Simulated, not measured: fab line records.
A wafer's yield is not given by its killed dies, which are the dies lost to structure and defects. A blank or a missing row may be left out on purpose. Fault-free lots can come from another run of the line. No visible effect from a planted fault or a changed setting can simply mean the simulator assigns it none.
fab line records + flow n5-finfet
record:
- lots: 10
- wafers: 27
- last-day: 17
route steps=1938 shown BEOL_M15@1805 PASSIVATION@1936
lots untouched by any fault: they come from a run of this same line in which no faults occurred
start-h: the number of hours between the record's first day and the start of the first shown wafer of the lot + wait-h: time in hours since the lot's previous step + " same as the row above + L1.1+2: a single row standing in for several wafers + - value missing, or start not given + * or withheld: withheld + < > ~ a bound
route shown NAME@n: a module of which the file shows steps, and the number in the route of the first + usual: mean/standard deviation of fault-free wafers + same: alike in all rows + chamber/n: place in a boat + sites: per-site readings + _std_site: how widely they spread, as a standard deviation + _edge_site: inner sites' mean taken away from outer sites' mean + radius-mm: how far each site lies from the wafer's centre + mask NAME#n: copy n + behind: tool/chamber where the wafer was last shaped + hold: why the lot went on hold/how many hours it stayed there/how the hold came to an end + device: names the non-switching transistor (n, p or np) + end of line: the same wafers' tests at the end of the route + where a step has no rows: the recipe by itself + killed: dies lost to structure and defects at the first sort, not the wafer's yield + map: per-die view of a wafer (x killed, . not killed, _ where there is no die)
set.NAME: the setting that was run; set.NAME@STEP: the one run at that earlier step + model.NAME: the simulator's own value behind a step, which no gauge read
one table for each step of the route and one row for each wafer, over a sample of lots
services: when a tool's chamber went out of use (start-h, in hours from the record's first day, below 0 if earlier), for how many hours, and the reason
== steps ==
step: N5_BEOL_M15_OVL_MEAS_29
recipe:
- points-per-wafer: 44
usual:
- M15_OVL: -1/5.7
| lot.wafer | tool       | chamber | start-h | wait-h | M15_OVL[nm] |
|-----------|------------|---------|---------|--------|-------------|
| L221.1    | overlay-01 | 0       | 265.19  | 0.0    | -3          |
| L221.5    | "          | 0       | "       | "      | -4          |
| L221.6    | "          | 0       | "       | "      | -2          |
| L226.2    | overlay-02 | 0       | 294.81  | 0.0    | -4          |
| L226.5    | "          | 0       | "       | "      | -2          |
| L226.6    | "          | 0       | "       | "      | 0           |
| L227.1    | overlay-01 | 0       | 307.67  | 0.0    | 7           |
| L227.3    | "          | 0       | "       | "      | 1           |
| L227.5    | "          | 0       | "       | "      | 5           |
| L228.1    | overlay-01 | 0       | 310.90  | 0.0    | -2          |
| L228.3    | "          | 0       | "       | "      | -1          |
| L232.3    | overlay-01 | 0       | 326.39  | 0.0    | -5          |
| L232.4    | "          | 0       | "       | "      | 1           |
| L234.3    | overlay-02 | 0       | 357.98  | 0.0    | -6          |
| L234.5    | "          | 0       | "       | "      | -4          |
| L238.2    | overlay-02 | 0       | 371.32  | 0.0    | -7          |
| L238.4    | "          | 0       | "       | "      | -3          |
| L238.6    | "          | 0       | "       | "      | -11         |
| L237.1    | overlay-01 | 0       | 374.43  | 0.0    | -10         |
| L237.2    | "          | 0       | "       | "      | -2          |
| L237.4    | "          | 0       | "       | "      | -3          |
| L240.2    | overlay-01 | 0       | 380.93  | 0.0    | 0           |
| L240.4    | "          | 0       | "       | "      | -7          |
| L240.6    | "          | 0       | "       | "      | -9          |
| L241.3    | overlay-01 | 0       | 394.45  | 0.0    | 7           |
| L241.4    | "          | 0       | "       | "      | -9          |
| L241.5    | "          | 0       | "       | "      | -2          |
step: N5_BEOL_M15_DESCUM_33
recipe:
- chemistry: O2
- time-s: 7.9
- source-power-w: 50
- bias-power-w: 20
- pressure-mtorr: 20
- rf-frequency-hz: 2.712e+07
- temp-c: 40
- o2-flow-sccm: 225
usual:
- drypump-motor-current-A: 5.6/0.48
- oes-product-au: 0.80/0.098
- rf-vpp-V: 243.2/1.3
- showerhead-plenum-p-Torr: 2.10/0.069
- throttle-valve-pct: 20.42/0.18
| lot.wafer | tool        | chamber | start-h | wait-h | drypump-motor-current-A | oes-product-au | rf-hours-counter-h | rf-vpp-V | showerhead-plenum-p-Torr | throttle-valve-pct |
|-----------|-------------|---------|---------|--------|-------------------------|----------------|--------------------|----------|--------------------------|--------------------|
| L221.1    | rie-diel-03 | 2       | 265.25  | 0.0    | 4.8                     | 0.91           | 29                 | 242.7    | 2.14                     | 20.33              |
| L221.5    | "           | 3       | "       | "      | 5.3                     | 0.69           | -                  | 242.2    | 2.06                     | 20.41              |
| L221.6    | "           | 0       | "       | "      | 5.5                     | 0.79           | -                  | 242.8    | 2.11                     | 20.43              |
| L226.2    | rie-diel-05 | 3       | 294.87  | 0.0    | 5.5                     | 0.71           | 208                | 242.0    | 1.99                     | 20.63              |
| L226.5    | "           | 3       | "       | "      | 5.5                     | 0.72           | -                  | 241.8    | 1.99                     | 20.62              |
| L226.6    | "           | 0       | "       | "      | 6.5                     | 0.95           | -                  | 242.9    | 2.05                     | 20.46              |
| L227.1    | rie-diel-05 | 3       | 307.79  | 0.1    | 5.5                     | 0.71           | 212                | 240.4    | 1.99                     | 20.63              |
| L227.3    | "           | 0       | "       | "      | 6.4                     | 0.93           | 20                 | 242.8    | 2.05                     | 20.46              |
| L227.5    | "           | 1       | "       | "      | 5.0                     | 0.69           | -                  | 244.5    | 2.14                     | 20.32              |
| L228.1    | rie-diel-05 | 0       | 310.96  | 0.0    | 6.5                     | 0.93           | 21                 | 243.9    | 2.05                     | 20.47              |
| L228.3    | "           | 1       | "       | "      | 5.0                     | 0.68           | 249                | 243.9    | 2.14                     | 20.33              |
| L232.3    | rie-diel-05 | 3       | 326.45  | 0.0    | 5.5                     | 0.70           | 220                | 241.2    | 1.98                     | 20.63              |
| L232.4    | "           | 3       | "       | "      | 5.5                     | 0.71           | -                  | 240.7    | 1.98                     | 20.63              |
| L234.3    | rie-diel-05 | 2       | 358.47  | 0.5    | 6.3                     | 0.90           | 20                 | 243.8    | 2.24                     | 20.47              |
| L234.5    | "           | 2       | "       | "      | 6.3                     | 0.92           | -                  | 246.4    | 2.24                     | 20.47              |
| L238.2    | rie-diel-02 | 2       | 371.51  | 0.2    | 5.2                     | 0.73           | 212                | 242.7    | 2.08                     | 20.68              |
| L238.4    | "           | 1       | "       | "      | 5.4                     | 0.82           | 80                 | 242.8    | 2.13                     | 20.31              |
| L238.6    | "           | 2       | "       | "      | 5.2                     | 0.73           | -                  | 242.0    | 2.08                     | 20.66              |
| L237.1    | rie-diel-02 | 0       | 374.49  | 0.0    | 5.9                     | 0.85           | 81                 | 245.4    | 2.20                     | 19.96              |
| L237.2    | "           | 3       | "       | "      | 5.8                     | 0.70           | 222                | 245.6    | 2.16                     | 20.54              |
| L237.4    | "           | 1       | "       | "      | 5.4                     | 0.82           | 81                 | 243.8    | 2.13                     | 20.31              |
| L240.2    | rie-diel-03 | 0       | 381.46  | 0.5    | 5.5                     | 0.75           | 163                | 241.9    | 2.10                     | 20.49              |
| L240.4    | "           | 2       | "       | "      | 4.8                     | 0.83           | 72                 | 243.9    | 2.12                     | 20.39              |
| L240.6    | "           | 1       | "       | "      | 5.4                     | 0.75           | -                  | 241.8    | 2.08                     | 20.33              |
| L241.3    | rie-diel-03 | 2       | 394.73  | 0.2    | 4.9                     | 0.83           | 76                 | 243.3    | 2.12                     | 20.41              |
| L241.4    | "           | 1       | "       | "      | 5.4                     | 0.74           | 179                | 244.1    | 2.08                     | 20.37              |
| L241.5    | "           | 2       | "       | "      | 4.9                     | 0.83           | -                  | 244.5    | 2.12                     | 20.42              |
step: N5_BEOL_M15_TRENCH_ETCH_34
recipe:
- chemistry: C4F8/O2/Ar
- target: SiO2
- target-depth-a: 8729.3
- he-inner-torr: 15
- he-outer-torr: 30
- time-s: 199
- ion-energy-ev: 800
- pressure-mtorr: 20
- source-w: 1905
- bias-w: 2040
- Ar_flow_sccm: 400
- C4F8_flow_sccm: 16
- O2_flow_sccm: 12
usual:
- C4F8_flow_sccm: 16.00/0.053
- drypump-motor-current-A: 5.6/0.48
- oes-product-au: 0.80/0.098
- rf-vpp-V: 2213/33
- showerhead-plenum-p-Torr: 3.45/0.099
- throttle-valve-pct: 30.89/0.19
| lot.wafer | tool        | chamber | start-h | wait-h | C4F8_flow_sccm | drypump-motor-current-A | oes-product-au | rf-hours-counter-h | rf-vpp-V | showerhead-plenum-p-Torr | throttle-valve-pct |
|-----------|-------------|---------|---------|--------|----------------|-------------------------|----------------|--------------------|----------|--------------------------|--------------------|
| L221.1    | rie-diel-03 | 2       | 265.34  | 0.0    | 16.02          | 4.9                     | 0.90           | 29                 | 2192     | 3.51                     | 30.90              |
| L221.5    | "           | 3       | "       | "      | 16.09          | 5.4                     | 0.68           | -                  | 2214     | 3.41                     | 31.00              |
| L221.6    | "           | 0       | "       | "      | 16.04          | 5.5                     | 0.78           | -                  | 2188     | 3.43                     | 30.71              |
| L226.2    | rie-diel-05 | 3       | 294.95  | 0.0    | 16.02          | 5.5                     | 0.71           | 208                | 2174     | 3.29                     | 31.11              |
| L226.5    | "           | 3       | "       | "      | 15.98          | 5.5                     | 0.72           | -                  | 2175     | 3.29                     | 31.14              |
| L226.6    | "           | 0       | "       | "      | 15.99          | 6.4                     | 0.94           | -                  | 2225     | 3.38                     | 31.07              |
| L227.1    | rie-diel-05 | 3       | 307.87  | 0.0    | 15.98          | 5.5                     | 0.71           | 212                | 2173     | 3.29                     | 31.12              |
| L227.3    | "           | 0       | "       | "      | 15.95          | 6.5                     | 0.93           | 20                 | 2226     | 3.38                     | 31.05              |
| L227.5    | "           | 1       | "       | "      | 15.95          | 5.1                     | 0.68           | -                  | 2203     | 3.51                     | 30.70              |
| L228.1    | rie-diel-05 | 0       | 311.04  | 0.0    | 15.95          | 6.4                     | 0.93           | 21                 | 2226     | 3.38                     | 31.06              |
| L228.3    | "           | 1       | "       | "      | 16.01          | 5.0                     | 0.69           | 249                | 2202     | 3.51                     | 30.71              |
| L232.3    | rie-diel-05 | 3       | 326.53  | 0.0    | 16.02          | 5.5                     | 0.71           | 220                | 2173     | 3.28                     | 31.14              |
| L232.4    | "           | 3       | "       | "      | 16.05          | 5.5                     | 0.71           | -                  | 2174     | 3.28                     | 31.15              |
| L234.3    | rie-diel-05 | 2       | 358.55  | 0.0    | 15.98          | 6.4                     | 0.91           | 20                 | 2284     | 3.64                     | 30.87              |
| L234.5    | "           | 2       | "       | "      | 16.05          | 6.4                     | 0.91           | -                  | 2286     | 3.64                     | 30.87              |
| L238.2    | rie-diel-02 | 2       | 371.60  | 0.0    | 16.02          | 5.2                     | 0.73           | 212                | 2172     | 3.39                     | 30.96              |
| L238.4    | "           | 1       | "       | "      | 15.96          | 5.4                     | 0.80           | 80                 | 2246     | 3.46                     | 30.64              |
| L238.6    | "           | 2       | "       | "      | 16.02          | 5.2                     | 0.72           | -                  | 2169     | 3.39                     | 30.98              |
| L237.1    | rie-diel-02 | 0       | 374.58  | 0.0    | 15.96          | 5.9                     | 0.84           | 81                 | 2257     | 3.60                     | 30.38              |
| L237.2    | "           | 3       | "       | "      | 16.08          | 5.8                     | 0.70           | 222                | 2261     | 3.54                     | 30.88              |
| L237.4    | "           | 1       | "       | "      | 15.97          | 5.5                     | 0.80           | 81                 | 2246     | 3.46                     | 30.66              |
| L240.2    | rie-diel-03 | 0       | 381.54  | 0.0    | 16.06          | 5.5                     | 0.74           | 163                | 2188     | 3.41                     | 30.75              |
| L240.4    | "           | 2       | "       | "      | 16.12          | 4.8                     | 0.85           | 72                 | 2190     | 3.49                     | 30.96              |
| L240.6    | "           | 1       | "       | "      | 16.00          | 5.4                     | 0.74           | -                  | 2208     | 3.44                     | 30.88              |
| L241.3    | rie-diel-03 | 2       | 394.81  | 0.0    | 15.95          | 4.8                     | 0.83           | 76                 | 2191     | 3.49                     | 30.94              |
| L241.4    | "           | 1       | "       | "      | 15.94          | 5.5                     | 0.74           | 179                | 2206     | 3.44                     | 30.89              |
| L241.5    | "           | 2       | "       | "      | 15.92          | 4.8                     | 0.84           | -                  | 2190     | 3.49                     | 30.95              |
step: N5_BEOL_M15_SPUTTER_45
recipe:
- material: Cu
- target-thk-a: 1000
- temp-c: -20
- bias-v: 60
- power-w: 26000
- chamber-pressure-pa: 0.13
- time-s: 16.67
usual:
- cathode-dc-power-W: 26000/4.6
- throttle-valve-pct: 29.8/1
| lot.wafer | tool           | chamber | start-h | wait-h | cathode-dc-power-W | throttle-valve-pct |
|-----------|----------------|---------|---------|--------|--------------------|--------------------|
| L221.1    | pvd-sputter-01 | -       | 268.71  | 0.0    | 26006              | 29.4               |
| L221.5    | "              | -       | "       | "      | 25998              | 30.0               |
| L221.6    | "              | -       | "       | "      | 26006              | 29.7               |
| L226.2    | pvd-sputter-03 | -       | 296.54  | 0.0    | 25999              | 28.4               |
| L226.5    | "              | -       | "       | "      | 26004              | 28.7               |
| L226.6    | "              | -       | "       | "      | 26003              | 29.7               |
| L227.1    | pvd-sputter-03 | -       | 309.72  | 0.0    | 25996              | 31.9               |
| L227.3    | "              | -       | "       | "      | 26005              | 28.2               |
| L227.5    | "              | -       | "       | "      | 25995              | 29.9               |
| L228.1    | pvd-sputter-02 | -       | 311.98  | 0.0    | 26003              | 30.6               |
| L228.3    | "              | -       | "       | "      | 26004              | 31.7               |
| L232.3    | pvd-sputter-03 | -       | 328.06  | 0.0    | 26005              | 28.7               |
| L232.4    | "              | -       | "       | "      | 26011              | 28.3               |
| L234.3    | pvd-sputter-01 | -       | 359.49  | 0.0    | 25999              | 29.4               |
| L234.5    | "              | -       | "       | "      | 26000              | 29.6               |
| L238.2    | pvd-sputter-03 | -       | 373.27  | 0.0    | 26006              | 28.5               |
| L238.4    | "              | -       | "       | "      | 26004              | 29.9               |
| L238.6    | "              | -       | "       | "      | 26000              | 28.1               |
| L237.1    | pvd-sputter-01 | -       | 376.90  | 0.0    | 26003              | 30.4               |
| L237.2    | "              | -       | "       | "      | 25992              | 30.6               |
| L237.4    | "              | -       | "       | "      | 26003              | 29.6               |
| L240.2    | pvd-sputter-02 | -       | 384.51  | 0.0    | 26000              | 31.8               |
| L240.4    | "              | -       | "       | "      | 26005              | 30.3               |
| L240.6    | "              | -       | "       | "      | 26003              | 30.4               |
| L241.3    | pvd-sputter-02 | -       | 397.69  | 0.0    | 25999              | 31.8               |
| L241.4    | "              | -       | "       | "      | 25999              | 28.8               |
| L241.5    | "              | -       | "       | "      | 26007              | 29.2               |
step: N5_BEOL_M15_THK_MEAS_50
recipe:
- thk-meas-gauge: xrf
- reads: Cu_of_BEOL_M15_ECD_47
usual:
- M15_THK: 875/15
| lot.wafer | tool          | chamber | start-h | wait-h | M15_THK[nm] |
|-----------|---------------|---------|---------|--------|-------------|
| L221.1    | film-metro-02 | -       | 269.66  | -      | 884         |
| L221.5    | "             | -       | "       | "      | 864         |
| L221.6    | "             | -       | "       | "      | 861         |
| L226.2    | film-metro-02 | -       | 298.36  | -      | 856         |
| L226.5    | "             | -       | "       | "      | 867         |
| L226.6    | "             | -       | "       | "      | 878         |
| L227.1    | film-metro-02 | -       | 310.67  | -      | 861         |
| L227.3    | "             | -       | "       | "      | 880         |
| L227.5    | "             | -       | "       | "      | 844         |
| L228.1    | film-metro-02 | -       | 312.93  | -      | 893         |
| L228.3    | "             | -       | "       | "      | 772         |
| L232.3    | film-metro-01 | -       | 329.68  | -      | 794         |
| L232.4    | "             | -       | "       | "      | 888         |
| L234.3    | film-metro-02 | -       | 360.70  | -      | 800         |
| L234.5    | "             | -       | "       | "      | 799         |
| L238.2    | film-metro-02 | -       | 374.26  | -      | 873         |
| L238.4    | "             | -       | "       | "      | 884         |
| L238.6    | "             | -       | "       | "      | 869         |
| L237.1    | film-metro-02 | -       | 377.99  | -      | 867         |
| L237.2    | "             | -       | "       | "      | 857         |
| L237.4    | "             | -       | "       | "      | 875         |
| L240.2    | film-metro-01 | -       | 386.05  | -      | 876         |
| L240.4    | "             | -       | "       | "      | 896         |
| L240.6    | "             | -       | "       | "      | 873         |
| L241.3    | film-metro-01 | -       | 398.66  | -      | 872         |
| L241.4    | "             | -       | "       | "      | 864         |
| L241.5    | "             | -       | "       | "      | 877         |
step: N5_BEOL_M15_RS_MEAS_54
recipe:
- thk-meas-gauge: four-point-probe
- reads: Cu_of_BEOL_M15_ECD_47+Ta_of_BEOL_M15_SPUTTER_44+TaN_of_BEOL_M15_SPUTTER_43
usual:
- M15_RS: 0.0216/0.00035
| lot.wafer | tool          | chamber | start-h | wait-h | M15_RS[ohm/sq] |
|-----------|---------------|---------|---------|--------|----------------|
| L221.1    | film-metro-01 | -       | 269.79  | 0.0    | 0.0213         |
| L221.5    | "             | -       | "       | "      | 0.0219         |
| L221.6    | "             | -       | "       | "      | 0.0219         |
| L226.2    | film-metro-02 | -       | 298.48  | 0.1    | 0.0218         |
| L226.5    | "             | -       | "       | "      | 0.0215         |
| L226.6    | "             | -       | "       | "      | 0.0211         |
| L227.1    | film-metro-01 | -       | 310.80  | 0.0    | 0.0219         |
| L227.3    | "             | -       | "       | "      | 0.0214         |
| L227.5    | "             | -       | "       | "      | 0.0224         |
| L228.1    | film-metro-01 | -       | 313.06  | 0.0    | 0.0211         |
| L228.3    | "             | -       | "       | "      | 0.0246         |
| L232.3    | film-metro-01 | -       | 329.81  | 0.1    | 0.0239         |
| L232.4    | "             | -       | "       | "      | 0.0214         |
| L234.3    | film-metro-02 | -       | 360.84  | 0.1    | 0.0234         |
| L234.5    | "             | -       | "       | "      | 0.0235         |
| L238.2    | film-metro-01 | -       | 374.38  | 0.1    | 0.0217         |
| L238.4    | "             | -       | "       | "      | 0.0214         |
| L238.6    | "             | -       | "       | "      | 0.0217         |
| L237.1    | film-metro-02 | -       | 378.12  | 0.0    | 0.0217         |
| L237.2    | "             | -       | "       | "      | 0.0220         |
| L237.4    | "             | -       | "       | "      | 0.0213         |
| L240.2    | film-metro-01 | -       | 386.18  | 0.1    | 0.0218         |
| L240.4    | "             | -       | "       | "      | 0.0214         |
| L240.6    | "             | -       | "       | "      | 0.0219         |
| L241.3    | film-metro-02 | -       | 398.79  | 0.1    | 0.0217         |
| L241.4    | "             | -       | "       | "      | 0.0219         |
| L241.5    | "             | -       | "       | "      | 0.0215         |
step: N5_PASSIVATION_PROBE_49
usual:
- defect-limited-yield: 91.5/1.4
- killed_at_M0_to_M3: 33/10
- killed_at_M4_up: 13/5
- killed-at-contacts: 13/5.6
- killed-at-front-end: 38/12
- killed-at-other: 3.9/2.7
- killed-dies: 100/16
- killed-open: 66/13
- killed-short: 32/7.2
- sort_bin_5_function: 5.0/0.97
- sort_bin_6_memory: 3.2/0.61
- sort-n-pass: 1080/16
- sort-yield-pct: 91.5/1.4
same:
- gross-dies: 1180
- killed-at-back-side: 0
- sort_bin_4_leakage[%]: 0
- sort_bin_8_speed[%]: 0
| lot.wafer | tool      | chamber | start-h | wait-h | defect-limited-yield[%] | killed_at_M0_to_M3 | killed_at_M4_up | killed-at-contacts | killed-at-front-end | killed-at-other | killed-dies | killed-open | killed-short | sort_bin_5_function[%] | sort_bin_6_memory[%] | sort-n-pass | sort-yield-pct[%] |
|-----------|-----------|---------|---------|--------|-------------------------|--------------------|-----------------|--------------------|---------------------|-----------------|-------------|-------------|--------------|------------------------|----------------------|-------------|-------------------|
| L221.1    | prober-02 | -       | 283.76  | 0.0    | 90.5                    | 53                 | 9               | 14                 | 32                  | 4               | 112         | 70          | 42           | 5.6                    | 3.7                  | 1068        | 90.5              |
| L221.5    | prober-02 | -       | 283.96  | 0.2    | 90.7                    | 23                 | 21              | 17                 | 46                  | 3               | 110         | 74          | 35           | 5.9                    | 2.9                  | 1070        | 90.7              |
| L221.6    | prober-02 | -       | 284.01  | 0.3    | 88.8                    | 20                 | 18              | 14                 | 71                  | 9               | 132         | 88          | 42           | 6.7                    | 3.8                  | 1048        | 88.8              |
| L232.3    | prober-01 | -       | 346.77  | 0.1    | 91.0                    | 39                 | 10              | 16                 | 37                  | 4               | 106         | 79          | 27           | 5.9                    | 2.8                  | 1074        | 91.0              |
| L232.4    | prober-01 | -       | 346.82  | 0.2    | 92.8                    | 25                 | 10              | 6                  | 42                  | 2               | 85          | 63          | 22           | 3.6                    | 3.6                  | 1095        | 92.8              |
| L238.2    | prober-01 | -       | 387.32  | 0.1    | 92.5                    | 32                 | 11              | 7                  | 35                  | 4               | 89          | 58          | 31           | 4.2                    | 3.0                  | 1091        | 92.5              |
| L238.4    | prober-01 | -       | 387.42  | 0.2    | 90.4                    | 44                 | 31              | 15                 | 23                  | 0               | 113         | 78          | 35           | 5.3                    | 4.1                  | 1067        | 90.4              |
| L238.6    | prober-01 | -       | 387.52  | 0.3    | 93.1                    | 29                 | 20              | 4                  | 29                  | 0               | 82          | 53          | 29           | 3.8                    | 3.1                  | 1098        | 93.1              |
| L237.1    | prober-02 | -       | 392.38  | 0.0    | 91.0                    | 27                 | 13              | 10                 | 52                  | 4               | 106         | 72          | 33           | 5.6                    | 3.2                  | 1074        | 91.0              |
| L237.2    | prober-02 | -       | 392.43  | 0.1    | 93.8                    | 20                 | 9               | 8                  | 31                  | 5               | 73          | 46          | 25           | 3.5                    | 2.6                  | 1107        | 93.8              |
| L237.4    | prober-02 | -       | 392.53  | 0.2    | 90.0                    | 42                 | 19              | 25                 | 29                  | 3               | 118         | 78          | 37           | 5.3                    | 4.0                  | 1062        | 90.0              |
killed by level:class
L221.1 BEOL_M1:geometric-particle:open=20 BEOL_M2:geometric-particle:open=10 FIN_SAQP:geometric-particle:short=9 MOL_CONTACT_COAG:geometric-particle:open=9 FIN_SAQP:geometric-particle:open=8 STARTING-WAFER:geometric-particle:short=7 BEOL_M0_SAQP:geometric-particle:short=6 BEOL_M4:geometric-particle:open=6
L221.5 BEOL_M4:geometric-particle:open=15 MOL_CONTACT_COAG:geometric-particle:open=14 FIN_SAQP:geometric-particle:open=12 FIN_SAQP:geometric-particle:short=8 STI_FIN_REVEAL:geometric-particle:open=8 GATE_CUT:geometric-particle:short=6 BEOL_M0_SAQP:geometric-particle:short=5 BEOL_M1:geometric-particle:open=5
L221.6 FIN_SAQP:geometric-particle:open=22 FIN_SAQP:geometric-particle:short=17 BEOL_M4:geometric-particle:open=12 MOL_CONTACT_COAG:geometric-particle:open=11 STI_FIN_REVEAL:geometric-particle:open=10 BEOL_M2:geometric-particle:open=6 STARTING-WAFER:geometric-particle:open=6 BEOL_M3:geometric-particle:open=5
L232.3 MOL_CONTACT_COAG:geometric-particle:open=16 BEOL_M3:geometric-particle:open=12 STI_FIN_REVEAL:geometric-particle:open=9 DUMMY_GATE:geometric-particle:open=8 BEOL_M0_SAQP:geometric-particle:open=8 BEOL_M0_SAQP:geometric-particle:short=6 STARTING-WAFER:geometric-particle:short=5 BEOL_M2:geometric-particle:open=4
L232.4 STI_FIN_REVEAL:geometric-particle:open=23 MOL_CONTACT_COAG:geometric-particle:open=6 BEOL_M0_SAQP:geometric-particle:short=6 BEOL_M1:geometric-particle:open=5 BEOL_M4:geometric-particle:open=4 BEOL_M0_SAQP:geometric-particle:open=4 BEOL_M3:geometric-particle:open=4 DUMMY_GATE:geometric-particle:open=3
L238.2 FIN_SAQP:geometric-particle:open=8 BEOL_M4:geometric-particle:open=8 BEOL_M1:geometric-particle:open=8 GATE_CUT:geometric-particle:short=7 MOL_CONTACT_COAG:geometric-particle:open=6 BEOL_M0_SAQP:geometric-particle:short=6 BEOL_M2:geometric-particle:open=6 FIN_SAQP:geometric-particle:short=5
L238.4 BEOL_M4:geometric-particle:open=25 BEOL_M0_SAQP:geometric-particle:open=14 MOL_CONTACT_COAG:geometric-particle:open=9 BEOL_M0_SAQP:geometric-particle:short=8 MOL_CONTACT_COAG:geometric-particle:short=6 BEOL_M2:geometric-particle:open=6 FIN_SAQP:geometric-particle:short=4 FIN_SAQP:geometric-particle:open=4
L238.6 BEOL_M4:geometric-particle:open=10 FIN_SAQP:geometric-particle:short=8 BEOL_M3:geometric-particle:open=6 FIN_SAQP:geometric-particle:open=5 BEOL_M1:geometric-particle:open=5 BEOL_M2:geometric-particle:open=5 MOL_CONTACT_COAG:geometric-particle:open=4 BEOL_M0_SAQP:geometric-particle:open=4
L237.1 STI_FIN_REVEAL:geometric-particle:open=19 FIN_SAQP:geometric-particle:short=8 FIN_SAQP:geometric-particle:open=7 MOL_CONTACT_COAG:geometric-particle:open=7 BEOL_M1:geometric-particle:open=7 STI_FIN_REVEAL:geometric-particle:short=6 BEOL_M0_SAQP:geometric-particle:short=6 BEOL_M5:geometric-particle:open=5
L237.2 FIN_SAQP:geometric-particle:short=10 FIN_SAQP:geometric-particle:open=9 MOL_CONTACT_COAG:geometric-particle:open=7 BEOL_M3:geometric-particle:open=5 STARTING-WAFER:geometric-particle:short=4 BEOL_M1:geometric-particle:open=3 BEOL_M2:geometric-particle:short=3 BEOL_M2:geometric-particle:open=3
L237.4 MOL_CONTACT_COAG:geometric-particle:open=14 MOL_CONTACT_COAG:geometric-particle:short=11 BEOL_M2:geometric-particle:open=11 BEOL_M1:geometric-particle:open=9 DUMMY_GATE:geometric-particle:open=8 BEOL_M0:geometric-particle:open=7 BEOL_M4:geometric-particle:open=7 BEOL_M0_SAQP:geometric-particle:open=6
== services ==
| tool           | chamber | start-h | hours | kind                          |
|----------------|---------|---------|-------|-------------------------------|
| rie-diel-02    | -       | 243.38  | 28.1  | pm                            |
| rie-diel-05    | -       | 253.86  | 0.2   | repair                        |
| rie-diel-05    | 2       | 270.57  | -     | clean                         |
| rie-diel-05    | 2       | 270.57  | -     | consumable-replace:focus-ring |
| rie-diel-05    | 2       | 270.57  | -     | consumable-replace:showerhead |
| rie-diel-05    | 2       | 270.57  | 31.4  | scheduled-down                |
| rie-diel-05    | 2       | 270.57  | 31.4  | vent-cycle                    |
| rie-diel-02    | 3       | 290.29  | 7.6   | repair                        |
| rie-diel-02    | 1       | 297.44  | 11.5  | repair                        |
| rie-diel-03    | 0       | 312.23  | 12.7  | repair                        |
| rie-diel-05    | 1       | 313.46  | -     | clean                         |
| rie-diel-05    | 1       | 313.46  | -     | consumable-replace:focus-ring |
| rie-diel-05    | 1       | 313.46  | 15.3  | scheduled-down                |
| rie-diel-05    | 1       | 313.46  | 15.3  | vent-cycle                    |
| pvd-sputter-02 | -       | 346.69  | 2.1   | repair                        |
| rie-diel-03    | 3       | 348.85  | -     | clean                         |
| rie-diel-03    | 3       | 348.85  | -     | consumable-replace:focus-ring |
| rie-diel-03    | 3       | 348.85  | 13.8  | scheduled-down                |
| rie-diel-03    | 3       | 348.85  | 13.8  | vent-cycle                    |
| pvd-sputter-03 | -       | 357.26  | 3.2   | repair                        |
| pvd-sputter-03 | -       | 361.68  | 0.8   | repair                        |
| rie-diel-05    | 1       | 367.43  | 4.6   | repair                        |
== key ==
first-sign:
- step: N5_BEOL_M15_THK_MEAS_50
- reading: M15_THK
- direction: down
- sigmas: 5.7
- usual: 875
- struck: 791
effect:
- step: N5_BEOL_M15_RS_MEAS_54
- reading: M15_RS
- direction: up
- sigmas: 6.6
- usual: 0.0216
- struck: 0.0239
met-at N5_BEOL_M15_TRENCH_ETCH_34
struck-lots L228,L232,L234
struck-wafers L228.3,L232.3,L234.3,L234.5
not-acting-at N5_BEOL_M15_OVL_MEAS_29,N5_BEOL_M15_DESCUM_33,N5_BEOL_M15_SPUTTER_45
onset-between 307.87 311.04
fault:
- kind: process-parameter-drift
- tool: rie-diel-05
- chamber: -
- onset-h: 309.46
- steps: N5_BEOL_M15_TRENCH_ETCH_34
- channel: time-s
- offset: *
- shape: step
- end-h: 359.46
- scope: struck-wafers-only
- acts-in: *
- stated: *
